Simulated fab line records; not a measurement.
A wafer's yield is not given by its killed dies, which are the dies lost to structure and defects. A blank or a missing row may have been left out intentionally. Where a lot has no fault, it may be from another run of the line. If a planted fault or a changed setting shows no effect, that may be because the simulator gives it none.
The tool behind it: which one?    flow nandHarc    Sampling: 12 lots, 36 wafers, 5 of 1302 route steps

WHAT THE GAUGES SHOWED, per wafer
NHARC_END_SORT_01. Usual: defectLimitedYield 91.1 %, standard deviation 2.9; killedAtArray 55, standard deviation 20; killedAtOther 0.7, standard deviation 0.96; killedAtPeriphery 4.1, standard deviation 2.4; killedDies 60, standard deviation 20; killedOpen 3.3, standard deviation 1.9; killedShort 2.8, standard deviation 1.6.
lot   measured      on         defectLimitedYield (%)  killedAtArray  killedAtOther  killedAtPeriphery  killedDies  killedOpen  killedShort  flag
L560  day 26 07:54  prober-02  92.0 92.9 91.1          49 43 52       3 1 2          2 4 6              54 48 60    4 6 6       4 4 3        
L562  day 26 22:43  prober-01  91.1 87.7 89.1          56 72 73       0 3 0          4 8 1              60 83 74    2 2 2       4 1 2        
L563  day 26 21:12  prober-02  89.2 90.1 91.9          66 63 52       2 0 0          5 4 3              73 67 55    4 5 2       4 1 3        

EACH LOT AND THE TOOL THAT RAN IT (in order: tool; ch and the chambers of the sampled wafers; start)
lot   NHARC_P_M1_PRE_CLEAN_32          NHARC_P_M1_DEP_33                NHARC_P_M2_ETCH_35                 NHARC_P_M2_ETCH_28
L556  pecvd-03 ch 1,2, day 6 15:01     pecvd-03 ch 1,2, day 6 15:06     rieDiel-01 ch 2,3, day 6 16:41     rieDiel-02 ch 0,1, day 6 17:13
L558  pecvd-03 ch 1,2, day 7 01:44     pecvd-03 ch 1,2, day 7 01:50     rieDiel-01 ch 0,2, day 7 03:20     rieDiel-01 ch 0,2,3, day 7 03:53
L559  pecvd-03 ch 0,1,2, day 7 18:45   pecvd-03 ch 0,1,2, day 7 18:52   rieDiel-09 ch 2,3, day 7 20:11     rieDiel-02 ch 0,3, day 7 20:44
L560  pecvd-04 ch 0,2, day 8 02:59     pecvd-04 ch 0,2, day 8 03:03     rieDiel-02 ch 1,2, day 8 04:36     rieDiel-01 ch 0,1, day 8 05:10
L561  pecvd-02 ch 0,2, day 8 07:43     pecvd-02 ch 0,2, day 8 07:49     rieDiel-01 ch 2,3, day 8 09:11     rieDiel-01 ch 0,2,3, day 8 09:49
L562  pecvd-04 ch 0,1,2, day 8 23:38   pecvd-04 ch 0,1,2, day 8 23:43   rieDiel-09 ch 0,1, day 9 01:08     rieDiel-01 ch 2,3, day 9 01:41
L563  pecvd-02 ch 0,1,2, day 9 00:55   pecvd-02 ch 0,1,2, day 9 01:01   rieDiel-02 ch 0,2,3, day 9 02:31   rieDiel-01 ch 0,1, day 9 03:02
L565  pecvd-04 ch 1,2, day 10 01:12    pecvd-04 ch 1,2, day 10 01:19    rieDiel-01 ch 0,2,3, day 10 02:48  rieDiel-01 ch 1,2,3, day 10 03:20
L573  pecvd-04 ch 0,1,2, day 13 11:08  pecvd-04 ch 0,1,2, day 13 11:15  rieDiel-01 ch 0,1,3, day 13 12:36  rieDiel-09 ch 0,2,3, day 13 13:09
L576  pecvd-02 ch 0,1,2, day 14 16:31  pecvd-02 ch 0,1,2, day 14 16:37  rieDiel-01 ch 0,2,3, day 14 18:06  rieDiel-02 ch 1,2,3, day 14 18:38
L578  pecvd-03 ch 0,1,2, day 15 07:46  pecvd-03 ch 0,1,2, day 15 07:51  rieDiel-02 ch 0,2,3, day 15 09:15  rieDiel-09 ch 0,1,3, day 15 09:49
L579  pecvd-02 ch 0,1, day 15 23:50    pecvd-02 ch 0,1, day 15 23:56    rieDiel-01 ch 0,1,2, day 16 01:25  rieDiel-02 ch 2,3, day 16 01:57
- NHARC_P_M1_PRE_CLEAN_32: time 12 s.
- NHARC_P_M1_DEP_33: deposits SiCN, target thk 30 nm.
- NHARC_P_M2_ETCH_35: etches the open film in N2/H2, target depth 40 nm, overetch 12 nm, time 43.94 s.
- NHARC_P_M2_ETCH_28: etches the open film in CF4/N2, target depth 30 nm, time 72.99 s.

WHAT THE TOOLS THEMSELVES READ (means of the sampled wafers that have a number; where no wafer has one, the mark that the record gives instead)
NHARC_P_M1_PRE_CLEAN_32. Usual: heaterPowerW reads 621 W (standard deviation 80).
lot   tool      heaterPowerW (W)  flag
L556  pecvd-03  653               
L558  pecvd-03  658               
L559  pecvd-03  660               
L560  pecvd-04  647               
L561  pecvd-02  602               
L562  pecvd-04  567               
L563  pecvd-02  532               
L565  pecvd-04  512               
L573  pecvd-04  617               
L576  pecvd-02  542               
L578  pecvd-03  631               
L579  pecvd-02  633               

NHARC_P_M1_DEP_33. Usual: chamberPressureTorr 3.000 Torr, standard deviation 0.0069; heaterPowerW 576 W, standard deviation 81.
lot   tool      chamberPressureTorr (Torr)  heaterPowerW (W)  flag
L556  pecvd-03  3.002                       575               
L558  pecvd-03  3.001                       612               
L559  pecvd-03  3.004                       608               
L560  pecvd-04  2.987                       588               
L561  pecvd-02  2.997                       499               
L562  pecvd-04  2.995                       542               
L563  pecvd-02  3.005                       500               
L565  pecvd-04  3.000                       423               
L573  pecvd-04  3.000                       539               
L576  pecvd-02  3.000                       491               
L578  pecvd-03  3.003                       638               
L579  pecvd-02  2.998                       558               

NHARC_P_M2_ETCH_35. Usual: drypumpMotorCurrentA 5.8 A, standard deviation 0.47; h2FlowSccm 150.0 sccm, standard deviation 0.39; oesProductAu 0.998 a.u., standard deviation 0.0084; rfVppV 430.1 V, standard deviation 2.5; showerheadPlenumPTorr 2.03 Torr, standard deviation 0.082; throttleValvePct 14.171 %, standard deviation 0.01.
lot   tool        drypumpMotorCurrentA (A)  h2FlowSccm (sccm)  oesProductAu (a.u.)  rfVppV (V)  showerheadPlenumPTorr (Torr)  throttleValvePct (%)  flag
L556  rieDiel-01  5.7                       149.5              0.995                430.7       2.06                          14.167                
L558  rieDiel-01  5.5                       150.2              0.999                428.3       1.96                          14.175                
L559  rieDiel-09  6.0                       149.9              1.014                431.0       2.09                          14.168                
L560  rieDiel-02  5.6                       150.0              0.998                429.5       2.00                          14.171                
L561  rieDiel-01  6.1                       150.0              1.003                431.6       2.10                          14.169                
L562  rieDiel-09  5.1                       150.5              0.985                433.0       2.11                          14.160                
L563  rieDiel-02  5.5                       149.8              0.994                428.8       1.97                          14.170                
L565  rieDiel-01  5.8                       150.0              1.001                429.2       2.03                          14.179                
L573  rieDiel-01  6.1                       149.9              0.997                430.5       2.05                          14.172                
L576  rieDiel-01  5.8                       150.0              0.999                430.5       2.03                          14.170                
L578  rieDiel-02  5.5                       150.0              0.995                428.2       1.97                          14.186                
L579  rieDiel-01  5.8                       149.6              0.995                430.1       2.01                          14.175                

NHARC_P_M2_ETCH_28. Usual: drypumpMotorCurrentA 5.8 A, standard deviation 0.46; oesProductAu 0.999 a.u., standard deviation 0.0082; rfVppV 313.9 V, standard deviation 1.8; showerheadPlenumPTorr 2.61 Torr, standard deviation 0.093; throttleValvePct 19.794 %, standard deviation 0.0097.
lot   tool        drypumpMotorCurrentA (A)  oesProductAu (a.u.)  rfVppV (V)  showerheadPlenumPTorr (Torr)  throttleValvePct (%)  flag
L556  rieDiel-02  5.6                       0.992                313.2       2.55                          19.795                
L558  rieDiel-01  5.8                       1.005                313.5       2.61                          19.787                
L559  rieDiel-02  5.6                       1.003                313.1       2.56                          19.783                
L560  rieDiel-01  6.2                       0.994                314.4       2.62                          19.796                
L561  rieDiel-01  5.8                       1.002                313.7       2.61                          19.796                
L562  rieDiel-01  5.7                       0.857                314.1       2.65                          19.797                OFF
L563  rieDiel-01  6.2                       0.852                313.5       2.62                          19.788                OFF
L565  rieDiel-01  6.1                       0.858                316.1       2.68                          19.809                OFF
L573  rieDiel-09  5.7                       1.008                314.4       2.64                          19.802                
L576  rieDiel-02  5.6                       0.992                312.9       2.58                          19.796                
L578  rieDiel-09  5.3                       1.003                315.7       2.66                          19.797                
L579  rieDiel-02  5.5                       0.995                313.3       2.57                          19.801                

THE ANSWER, worked out from the rows above alone
Rule: a lot is off if the mean of its wafers that have a number lies more than 3 standard deviations from the usual mean. A lot without any number at a reading at which 4 lots or more have one is off too. Any other lot the step has rows for is counted as sound. The gauges are gone through in route order, then the tools' own readings, and for those a lot's mean is taken as printed above. The first step at which some lot is off is used, and at that step the reading that is off furthest; a lot without a number counts as furthest.
Off: L562, L563, L565 (NHARC_P_M2_ETCH_28, oesProductAu).
A tool fits if, at that step or a process step before it, it ran every lot that is off, and no sound lot after the first of them. One fits: rieDiel-01 at NHARC_P_M2_ETCH_28. Its last sound lot is L561 (day 8 09:49), its first lot that is off L562 (day 9 01:41): a fault that began between those two fits.
The tool's own readings at NHARC_P_M2_ETCH_28 bear it out: on the lots that are off they differ by more than 5 times the standard deviation of the sound lots' means. oesProductAu reads 0.856 a.u. there against 0.999 a.u. on the sound lots.

WHAT WAS PUT IN BY THE SIMULATOR
Process parameter drift: rieDiel-01, from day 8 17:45 on, at NHARC_P_M2_ETCH_28. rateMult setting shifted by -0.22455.
Struck lots among those shown: L563, L562, L565. The same result came from the rule above.
